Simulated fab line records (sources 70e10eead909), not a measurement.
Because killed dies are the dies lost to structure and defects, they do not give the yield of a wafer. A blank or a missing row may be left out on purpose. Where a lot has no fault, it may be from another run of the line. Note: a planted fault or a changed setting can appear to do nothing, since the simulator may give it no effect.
Matching of chambers | flow nand-harc | NHARC_A_STAIRCASE_DEP_301 on pecvd-02 has 3 sister chambers
The step deposits SiON, target thk 30 nm. 3 wafers are shown with their chamber, then 7 later ones without.

EACH WAFER AND ITS CHAMBER
wafer  | chamber | heater-power-w (W)
L091.4 | 1       | 796
L091.5 | 0       | 819
L094.4 | 2       | 598

WAFERS WITHOUT THEIR CHAMBER
wafer  | heater-power-w (W)
L094.6 | 822
L096.3 | 703
L096.5 | 710
L096.6 | 702
L097.1 | 643
L097.2 | 812
L097.6 | 656

WHICH CHAMBER EACH WENT THROUGH
wafer  | from the rows above          | in truth
L094.6 | can't be placed: 0 or 1      | 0
L096.3 | can't be placed: 1 or 2 or 0 | 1
L096.5 | can't be placed: 1 or 0 or 2 | 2
L096.6 | can't be placed: 1 or 2 or 0 | 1
L097.1 | can't be placed: 2 or 1 or 0 | 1
L097.2 | can't be placed: 0 or 1      | 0
L097.6 | can't be placed: 2 or 1 or 0 | 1
0 of 7 placed correctly. Unplaceable from these rows: 7, with the true chamber sitting among the candidates in 7. Wrongly placed: 0.
How it was worked out, from the rows above alone: a wafer's distance from a chamber is the root of the sum, over the readings, of the square of ((its reading less the chamber's mean) divided by the reading's scatter). The wafer belongs to the nearest chamber; if the next one is less than 2 further off, it can't be placed. The mean given for a chamber averages the wafers shown for that chamber. The scatter: with one shown wafer a chamber, the root of the mean of the squares of how far each hidden wafer lies from its nearest shown one.
